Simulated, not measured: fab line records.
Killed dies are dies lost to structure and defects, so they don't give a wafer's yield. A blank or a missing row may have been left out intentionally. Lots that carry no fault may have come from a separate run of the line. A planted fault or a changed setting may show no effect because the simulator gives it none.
fab line records    flow n5Finfet
record: lots: 9  wafers: 25  lastDay: 18
route steps=1938 shown BEOL_M6@1215 PASSIVATION@1936
lots untouched by any fault: they come from a run of this same line in which no faults occurred
startH: the number of hours between the record's first day and the start of the first shown wafer of the lot    waitH: hours elapsed since this lot's preceding step    " same as the row above    L1.1+2: a single row standing in for several wafers    - either no value or no given start    * or withheld: withheld    < > ~ a bound
route shown NAME@n: a module of which the file shows steps, and the number in the route of the first    usual: mean/standard deviation taken from wafers without a fault    same: alike in all rows    chamber/n: place in a boat    sites: each site's reading    _std_site: how widely they spread, as a standard deviation    _edge_site: the outer-site mean with the inner-site mean subtracted    radiusMm: how far each site lies from the wafer's centre    mask NAME#n: copy n    behind: the most recent tool/chamber to have shaped the wafer    hold: why the lot was held/for how many hours/how that ended    device: the n, p or np transistor that did not switch    end of line: the tests these same wafers got at the end of their route    where a step has no rows: the recipe by itself    killed: dies that structure and defects cost at the first sort, which is not the same as the wafer's yield    map: a wafer's dies, marking killed ones x, the rest . and places with no die _
set.NAME: the run value of the setting; set.NAME@STEP: its run value at that earlier step    model.NAME: the simulator's own value behind a step, which no gauge read
the route's steps for a sample of lots (tables are steps, rows are wafers)
services: from which hour (startH, from the record's first day; less than 0 if before it) a tool's chamber was out of use, for how many hours, and why
== steps ==
step: N5_BEOL_M6_HM_OPEN_17
recipe: chemistry: Cl2/BCl3  targetDepthA: 200  overetchA: 60  target: TiN  maskMaterial: SOC  ionEnergyEv: 150  pressureMtorr: 10  icpW: 1000  biasW: 126  Cl2_flow_sccm: 53.25  bcl3FlowSccm: 21.75  Ar_flow_sccm: 25
usual: drypumpMotorCurrentA: 5.5/0.36  oesProductAu: 0.63/0.082  throttleValvePct: 22.1/0.33
lot.wafer  tool         chamber  startH  waitH  drypumpMotorCurrentA  oesProductAu  rfHoursCounterH  throttleValvePct
L257.1     rieMetal-02  1        180.75  0.0    4.9                   0.71          22               22.4
L257.2     "            0        "       "      5.4                   0.57          96               22.2
L257.5     "            1        "       "      4.9                   0.72          -                22.4
L262.2     rieMetal-02  1        206.56  0.0    4.9                   0.68          26               22.4
L262.3     "            0        "       "      5.3                   0.56          -                22.2
L262.4     "            1        "       "      4.9                   0.69          -                22.4
L261.1     rieMetal-02  1        208.22  0.0    5.0                   0.70          27               22.4
L261.3     "            1        "       "      4.9                   0.69          -                22.4
L261.4     "            0        "       "      5.3                   0.56          -                22.2
L263.2     rieMetal-03  1        219.21  0.0    6.0                   0.67          44               21.5
L263.3     "            0        "       "      5.6                   0.51          -                22.3
L263.4     "            1        "       "      6.0                   0.67          -                21.5
L271.1     rieMetal-02  0        272.06  0.0    5.3                   0.55          105              22.2
L271.2     "            1        "       "      5.0                   0.68          32               22.4
L271.5     "            0        "       "      5.3                   0.55          -                22.2
L272.2     rieMetal-03  0        289.04  0.0    5.6                   0.84          1                22.1
L272.5     "            1        "       "      6.0                   0.65          -                21.5
L272.6     "            0        "       "      5.6                   0.84          -                22.1
L275.1     rieMetal-01  0        301.62  0.0    5.9                   0.54          96               22.5
L275.5     "            0        "       "      5.9                   0.56          -                22.5
L278.4     rieMetal-01  0        304.39  0.1    5.9                   0.55          -                22.5
L278.5     "            0        "       "      5.9                   0.55          -                22.5
L280.2     rieMetal-01  0        341.00  0.0    5.9                   0.55          100              22.5
L280.4     "            0        "       "      5.9                   0.55          -                22.5
L280.5     "            1        "       "      5.3                   0.66          -                22.0
step: N5_BEOL_M6_STRIP_19
recipe: chemistry: O2  powerW: 400  tempC: 40  pressureMtorr: 30  rfFrequencyHz: 6e+07  biasPowerW: 0  overashFraction: 0.2  o2FlowSccm: 225
usual: drypumpMotorCurrentA: 5.5/0.44  oesProductAu: 0.82/0.077  rfVppV: 3.6/0.59  showerheadPlenumPTorr: 2.11/0.065  tempC: 39.98/0.1  throttleValvePct: 16.45/0.21
lot.wafer  tool        chamber  startH  waitH  drypumpMotorCurrentA  oesProductAu  rfHoursCounterH  rfVppV  showerheadPlenumPTorr  tempC  throttleValvePct
L257.1     rieDiel-01  2        180.86  0.1    5.5                   0.92          27               3.8     2.13                   39.99  16.50
L257.2     "           0        "       "      5.6                   0.72          176              4.4     2.17                   39.94  16.57
L257.5     "           2        "       "      5.6                   0.92          -                3.3     2.13                   39.99  16.52
L262.2     rieDiel-04  3        206.69  0.1    5.6                   0.99          1                3.3     2.15                   40.04  16.51
L262.3     "           1        "       "      5.2                   0.87          30               3.6     2.24                   39.95  16.47
L262.4     "           0        "       "      5.9                   0.92          8                3.1     2.05                   40.03  16.56
L261.1     rieDiel-04  2        208.37  0.1    4.9                   0.83          65               3.4     2.13                   40.03  16.36
L261.3     "           1        "       "      5.2                   0.87          31               2.9     2.24                   40.15  16.47
L261.4     "           3        "       "      5.6                   0.99          2                3.7     2.15                   39.84  16.50
L263.2     rieDiel-04  3        219.36  0.1    5.6                   0.96          7                3.9     2.15                   39.86  16.49
L263.3     "           0        "       "      5.9                   0.90          14               4.2     2.05                   39.94  16.58
L263.4     "           1        "       "      5.2                   0.86          35               3.0     2.24                   39.93  16.47
L271.1     rieDiel-01  2        272.26  0.2    5.6                   0.87          61               3.3     2.12                   40.24  16.55
L271.2     "           1        "       "      5.6                   0.85          44               3.3     2.15                   40.06  16.28
L271.5     "           1        "       "      5.6                   0.85          -                4.0     2.15                   40.17  16.28
L272.2     rieDiel-01  0        289.15  0.1    5.6                   0.70          217              3.9     2.16                   39.91  16.65
L272.5     "           1        "       "      5.6                   0.84          -                3.4     2.15                   40.05  16.29
L272.6     "           0        "       "      5.6                   0.70          -                3.5     2.16                   39.99  16.64
L275.1     rieDiel-02  1        301.73  0.1    5.4                   0.75          119              3.9     2.03                   39.99  16.33
L275.5     "           3        "       "      6.0                   0.70          -                4.3     2.06                   40.22  16.92
L278.4     rieDiel-04  0        304.47  0.1    5.9                   0.86          37               3.0     2.04                   39.79  16.62
L278.5     "           3        "       "      5.6                   0.93          -                3.5     2.15                   39.96  16.54
L280.2     rieDiel-02  2        341.26  0.2    6.2                   0.79          78               4.0     2.04                   40.06  16.26
L280.4     "           0        "       "      6.2                   0.84          -                3.7     2.00                   39.92  16.68
L280.5     "           1        "       "      5.4                   0.76          -                3.9     2.02                   40.05  16.35
step: N5_BEOL_M6_ETCH_72
recipe: chemistry: N2/H2  target: underlayer  targetDepthA: 65  maskMaterial: CAR-EUV  timeS: 5.2  ionEnergyEv: 200  pressureMtorr: 30  sourceW: 840  biasW: 150  n2FlowSccm: 200  h2FlowSccm: 200  ends: cleared
usual: biasW: 150.0/0.46  drypumpMotorCurrentA: 5.6/0.46  etchRfOnTimeS: 5.20/0.17  n2FlowSccm: 200.0/0.6  oesProductAu: 0.69/0.068  rfVppV: 524.1/2.3  showerheadPlenumPTorr: 2.55/0.077  throttleValvePct: 17.70/0.19
lot.wafer  tool        chamber  startH  waitH  biasW  drypumpMotorCurrentA  etchRfOnTimeS  n2FlowSccm  oesProductAu  rfHoursCounterH  rfVppV  showerheadPlenumPTorr  throttleValvePct
L257.1     rieDiel-04  3        181.41  0.0    150.6  5.6                   4.93           199.9       0.60          250              526.7   2.61                   18.08
L257.2     "           2        "       "      149.7  4.9                   5.11           200.7       0.72          54               526.1   2.59                   17.75
L257.5     "           3        "       "      150.1  5.6                   4.97           200.3       0.61          -                526.0   2.61                   18.09
L262.2     rieDiel-01  1        207.76  0.0    149.8  5.5                   5.13           200.3       0.78          20               526.8   2.58                   17.29
L262.3     "           0        "       "      150.4  5.7                   5.32           200.4       0.60          187              527.2   2.64                   17.71
L262.4     "           2        "       "      149.8  5.6                   5.04           200.4       0.75          37               524.4   2.59                   17.70
L261.1     rieDiel-04  3        209.28  0.0    150.4  5.6                   4.81           199.9       0.87          2                525.0   2.61                   17.65
L261.3     "           1        "       "      149.9  5.2                   5.25           200.0       0.76          32               529.7   2.73                   17.71
L261.4     "           2        "       "      150.0  5.0                   5.04           199.3       0.71          66               524.8   2.59                   17.77
L263.2     rieDiel-02  1        220.33  0.0    149.7  5.4                   5.20           200.2       0.68          92               522.2   2.46                   17.53
L263.3     "           3        "       "      150.0  6.1                   5.40           200.1       0.59          212              521.9   2.49                   17.93
L263.4     "           1        "       "      149.5  5.4                   5.14           200.7       0.69          -                523.7   2.46                   17.53
L271.1     rieDiel-01  0        274.48  0.0    149.5  5.7                   5.27           199.6       0.59          212              525.0   2.63                   17.76
L271.2     "           1        "       "      149.9  5.5                   5.17           200.2       0.72          45               523.6   2.57                   17.34
L271.5     "           0        "       "      150.5  5.7                   5.28           200.5       0.59          -                526.7   2.63                   17.76
L272.2     rieDiel-01  3        292.93  0.0    149.7  4.8                   5.21           199.3       0.64          137              524.4   2.55                   17.65
L272.5     "           1        "       "      150.5  5.5                   5.27           199.4       0.71          -                526.8   2.57                   17.38
L272.6     "           0        "       "      149.8  5.6                   5.37           200.7       0.58          -                527.0   2.62                   17.77
L275.1     rieDiel-04  0        302.41  0.0    150.2  5.9                   5.19           200.3       0.73          36               524.4   2.46                   17.68
L275.5     "           0        "       "      150.6  5.8                   5.24           199.6       0.73          -                522.0   2.46                   17.66
L278.4     rieDiel-02  3        305.47  0.0    150.3  6.1                   5.47           200.1       0.56          241              523.9   2.48                   17.99
L278.5     "           0        "       "      149.5  6.2                   4.94           200.5       0.74          -                522.4   2.46                   17.94
L280.2     rieDiel-02  1        345.60  0.0    149.4  5.4                   5.23           200.6       0.64          134              519.1   2.44                   17.59
L280.4     "           1        "       "      150.2  5.3                   5.26           200.1       0.65          -                522.3   2.44                   17.62
L280.5     "           0        "       "      150.6  6.2                   4.91           201.2       0.72          -                522.1   2.45                   17.96
step: N5_BEOL_M6_TRENCH_ETCH_37
recipe: chemistry: C4F6/O2  targetDepthA: 944.35  target: SiCOH_lowk  timeS: 31.5  ionEnergyEv: 250  pressureMtorr: 30  sourceW: 345  biasW: 185  Ar_flow_sccm: 300  C4F6_flow_sccm: 10  O2_flow_sccm: 10
usual: biasW: 185.1/0.5  drypumpMotorCurrentA: 5.6/0.46  oesProductAu: 0.81/0.077  rfVppV: 674/21  showerheadPlenumPTorr: 2.86/0.082  throttleValvePct: 20.79/0.29
lot.wafer  tool        chamber  startH  waitH  biasW  drypumpMotorCurrentA  oesProductAu  rfHoursCounterH  rfVppV  showerheadPlenumPTorr  throttleValvePct
L257.1     rieDiel-04  3        181.77  -      185.6  5.6                   0.71          250              643     2.95                   21.35
L257.2     "           2        "       "      185.2  5.0                   0.86          54               687     2.90                   20.61
L257.5     "           3        "       "      185.7  5.6                   0.71          -                645     2.95                   21.36
L262.2     rieDiel-01  1        208.00  -      185.0  5.5                   0.90          20               713     2.91                   20.41
L262.3     "           0        "       "      185.8  5.6                   0.72          187              703     2.95                   20.83
L262.4     "           2        "       "      185.7  5.6                   0.89          37               664     2.91                   20.93
L261.1     rieDiel-04  3        209.52  -      186.0  5.6                   1.01          3                645     2.95                   21.00
L261.3     "           1        "       "      184.3  5.2                   0.87          32               656     3.03                   20.73
L261.4     "           2        "       "      184.5  5.0                   0.83          66               686     2.89                   20.63
L263.2     rieDiel-02  1        220.57  -      185.7  5.4                   0.79          92               666     2.74                   20.33
L263.3     "           3        "       "      185.4  6.1                   0.70          212              672     2.84                   21.26
L263.4     "           1        "       "      185.7  5.4                   0.79          -                668     2.74                   20.34
L271.1     rieDiel-01  0        274.72  -      129.5  5.6                   0.65          213              527     2.94                   20.84
L271.2     "           1        "       "      129.7  5.6                   0.79          45               534     2.90                   20.42
L271.5     "           0        "       "      128.9  5.7                   0.66          -                528     2.94                   20.85
L272.2     rieDiel-01  3        293.17  -      129.2  4.8                   0.69          137              477     2.85                   20.55
L272.5     "           1        "       "      129.7  5.5                   0.78          -                534     2.89                   20.42
L272.6     "           0        "       "      129.7  5.6                   0.65          -                527     2.93                   20.87
L275.1     rieDiel-04  0        302.64  -      184.9  5.9                   0.86          36               679     2.76                   20.83
L275.5     "           0        "       "      184.5  5.8                   0.86          -                680     2.76                   20.82
L278.4     rieDiel-02  3        305.70  -      185.4  6.1                   0.67          241              672     2.83                   21.31
L278.5     "           0        "       "      185.4  6.2                   0.85          -                665     2.75                   21.05
L280.2     rieDiel-02  1        345.84  -      184.9  5.4                   0.75          134              667     2.72                   20.38
L280.4     "           1        "       "      185.4  5.4                   0.74          -                666     2.72                   20.40
L280.5     "           0        "       "      184.9  6.2                   0.84          -                666     2.75                   21.06
step: N5_BEOL_M6_OCD_MEAS_38
usual: trenchDepthNm: 94.3/2.3
lot.wafer  tool    chamber  startH  waitH  trenchDepthNm
L257.1     ocd-01  -        181.98  -      97.4
L257.2     "       -        "       "      98.9
L257.5     "       -        "       "      98.0
L262.2     ocd-01  -        208.16  -      94.9
L262.3     "       -        "       "      93.1
L262.4     "       -        "       "      97.4
L261.1     ocd-01  -        209.67  -      98.9
L261.3     "       -        "       "      92.1
L261.4     "       -        "       "      97.0
L263.2     ocd-02  -        220.73  -      93.8
L263.3     "       -        "       "      92.3
L263.4     "       -        "       "      93.7
L271.1     ocd-02  -        274.87  -      83.6
L271.2     "       -        "       "      84.0
L271.5     "       -        "       "      83.7
L272.2     ocd-01  -        293.33  -      83.4
L272.5     "       -        "       "      83.1
L272.6     "       -        "       "      82.9
L275.1     ocd-02  -        302.80  -      92.8
L275.5     "       -        "       "      93.7
L278.4     ocd-01  -        305.86  -      91.3
L278.5     "       -        "       "      97.7
L280.2     ocd-02  -        345.99  -      91.9
L280.4     "       -        "       "      91.6
L280.5     "       -        "       "      96.3
step: N5_BEOL_M6_THK_MEAS_53
recipe: thkMeasGauge: xrf  reads: Cu_of_BEOL_M6_ECD_50
usual: M6_THK: 80.4/2.9
lot.wafer  tool          chamber  startH  waitH  M6_THK[nm]
L257.1     filmMetro-01  -        184.53  -      81.5
L257.2     "             -        "       "      84.2
L257.5     "             -        "       "      86.9
L262.2     filmMetro-01  -        212.25  -      83.8
L262.3     "             -        "       "      80.8
L262.4     "             -        "       "      86.4
L261.1     filmMetro-02  -        213.74  -      86.0
L261.3     "             -        "       "      78.0
L261.4     "             -        "       "      84.1
L263.2     filmMetro-02  -        223.03  -      78.5
L263.3     "             -        "       "      79.2
L263.4     "             -        "       "      79.9
L271.1     filmMetro-02  -        277.02  -      68.9
L271.2     "             -        "       "      67.1
L271.5     "             -        "       "      69.5
L272.2     filmMetro-01  -        296.44  -      68.8
L272.5     "             -        "       "      69.1
L272.6     "             -        "       "      70.4
L275.1     filmMetro-02  -        307.94  -      78.5
L275.5     "             -        "       "      80.7
L278.4     filmMetro-02  -        310.32  -      78.0
L278.5     "             -        "       "      85.0
L280.2     filmMetro-02  -        348.50  -      77.6
L280.4     "             -        "       "      77.3
L280.5     "             -        "       "      82.9
step: N5_BEOL_M6_RS_MEAS_57
recipe: thkMeasGauge: four-point-probe  reads: Cu_of_BEOL_M6_ECD_50+Co_of_BEOL_M6_CVD_78+TaN_of_BEOL_M6_ALD_77
usual: M6_RS: 0.286/0.011
lot.wafer  tool          chamber  startH  waitH  M6_RS[ohm/sq]
L257.1     filmMetro-02  -        184.69  0.1    0.282
L257.2     "             -        "       "      0.270
L257.5     "             -        "       "      0.262
L262.2     filmMetro-02  -        212.38  0.1    0.272
L262.3     "             -        "       "      0.281
L262.4     "             -        "       "      0.261
L261.1     filmMetro-01  -        213.90  0.1    0.268
L261.3     "             -        "       "      0.299
L261.4     "             -        "       "      0.275
L263.2     filmMetro-02  -        223.16  0.1    0.292
L263.3     "             -        "       "      0.289
L263.4     "             -        "       "      0.287
L271.1     filmMetro-02  -        277.15  0.1    0.342
L271.2     "             -        "       "      0.353
L271.5     "             -        "       "      0.338
L272.2     filmMetro-02  -        296.60  0.1    0.347
L272.5     "             -        "       "      0.345
L272.6     "             -        "       "      0.338
L275.1     filmMetro-01  -        308.08  0.1    0.292
L275.5     "             -        "       "      0.284
L278.4     filmMetro-02  -        310.45  0.0    0.296
L278.5     "             -        "       "      0.266
L280.2     filmMetro-01  -        348.64  0.1    0.296
L280.4     "             -        "       "      0.301
L280.5     "             -        "       "      0.277
step: N5_PASSIVATION_PROBE_49
usual: defectLimitedYield: 91.5/1.5  killed_at_M0_to_M3: 32/10  killed_at_M4_up: 13/4.9  killedAtContacts: 13/6.1  killedAtFrontEnd: 38/11  killedAtOther: 3/3.2  killedDies: 101/18  killedOpen: 66/13  killedShort: 32/8.3  sort_bin_4_leakage: 0.00/0.018  sort_bin_5_function: 5.0/1  sort_bin_6_memory: 3.2/0.74  sortNPass: 1078/22  sortYieldPct: 91.3/1.9
same: grossDies: 1180  killedAtBackSide: 0  sort_bin_8_speed[%]: 0
lot.wafer  tool       chamber  startH  waitH  defectLimitedYield[%]  killed_at_M0_to_M3  killed_at_M4_up  killedAtContacts  killedAtFrontEnd  killedAtOther  killedDies  killedOpen  killedShort  sort_bin_4_leakage[%]  sort_bin_5_function[%]  sort_bin_6_memory[%]  sortNPass  sortYieldPct[%]
L263.2     prober-01  -        311.52  0.1    89.9                   23                  10               12                66                8              119         73          42           0                      5.9                     3.5                   1061       89.9
L263.3     prober-01  -        311.57  0.1    89.7                   37                  14               12                55                4              122         78          32           0                      6.2                     3.0                   1058       89.7
L263.4     prober-01  -        311.62  0.2    91.4                   29                  4                11                46                12             102         56          33           0                      4.7                     3.0                   1078       91.4
killed by level:class
L263.2 FIN_SAQP:geometricParticle:open=22 FIN_SAQP:geometricParticle:short=12 STI_FIN_REVEAL:geometricParticle:open=10 GATE_CUT:geometricParticle:short=8 MOL_CONTACT_COAG:geometricParticle:open=8 BEOL_M2:geometricParticle:open=8 BEOL_M1:geometricParticle:open=6 GATE_CUT:geometricParticle:open=4
L263.3 FIN_SAQP:geometricParticle:open=24 BEOL_M0_SAQP:geometricParticle:open=9 HKMG_FIN:areaEtch=8 FIN_SAQP:geometricParticle:short=7 MOL_CONTACT_COAG:geometricParticle:open=7 BEOL_M0_SAQP:geometricParticle:short=7 BEOL_M2:geometricParticle:open=7 MOL_CONTACT_COAG:geometricParticle:short=5
L263.4 STI_FIN_REVEAL:geometricParticle:open=10 MOL_CONTACT_COAG:geometricParticle:open=9 BEOL_M0_SAQP:geometricParticle:short=8 HKMG_FIN:areaEtch=8 FIN_SAQP:geometricParticle:open=7 FIN_SAQP:geometricParticle:short=7 PAD_METAL:geometricParticle:open=6 DUMMY_GATE:geometricParticle:open=4
== services ==
tool         chamber  startH  hours  kind
rieDiel-04   0        165.14  -      clean
rieDiel-04   0        165.14  -      consumableReplace:focusRing
rieDiel-04   0        165.14  17.2   scheduledDown
rieDiel-04   0        165.14  17.2   ventCycle
rieDiel-04   1        173.76  7.8    repair
rieDiel-04   3        182.36  -      clean
rieDiel-04   3        182.36  -      consumableReplace:focusRing
rieDiel-04   3        182.36  21.1   scheduledDown
rieDiel-04   3        182.36  21.1   ventCycle
rieMetal-01  1        183.54  40.6   repair
rieDiel-02   2        220.06  5.1    repair
rieMetal-01  1        224.29  8.2    repair
rieDiel-02   -        236.00  4.0    repair
rieMetal-01  -        246.65  1.1    repair
rieDiel-04   -        260.98  14.6   pm
rieDiel-04   3        277.80  22.7   repair
rieDiel-04   -        278.13  2.0    repair
rieMetal-01  1        289.45  1.2    repair
rieDiel-04   3        321.91  5.7    repair
rieDiel-01   1        325.21  10.6   repair
rieDiel-02   3        333.97  -      clean
rieDiel-02   3        333.97  -      consumableReplace:focusRing
rieMetal-03  -        337.92  0.1    repair
rieDiel-04   1        338.19  8.8    repair
== key ==
firstSign: step: N5_BEOL_M6_TRENCH_ETCH_37  reading: biasW  direction: down  sigmas: 99+  usual: *  struck: *
effect: step: N5_BEOL_M6_TRENCH_ETCH_37  reading: rfVppV  direction: down  sigmas: 7.1  usual: 674  struck: 521
effect: step: N5_BEOL_M6_OCD_MEAS_38  reading: trenchDepthNm  direction: down  sigmas: 4.7  usual: 94.3  struck: 83.5
effect: step: N5_BEOL_M6_THK_MEAS_53  reading: M6_THK  direction: down  sigmas: 4  usual: 80.4  struck: 69.0
effect: step: N5_BEOL_M6_RS_MEAS_57  reading: M6_RS  direction: up  sigmas: 5  usual: 0.286  struck: 0.344
metAt N5_BEOL_M6_TRENCH_ETCH_37
struckLots L271,L272
rowsEnd L272.2,L272.5,L272.6
notActingAt N5_BEOL_M6_HM_OPEN_17,N5_BEOL_M6_STRIP_19,N5_BEOL_M6_ETCH_72
onsetBetween 208.00 274.72
fault: kind: processParameterDrift  tool: rieDiel-01  chamber: -  onsetH: 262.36  steps: N5_BEOL_M6_TRENCH_ETCH_37  channel: biasW  offset: *  shape: step  endH: 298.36  actsIn: *  stated: *
rowsEnd: these wafers met a further fault down the route, and their rows from its step on are left out
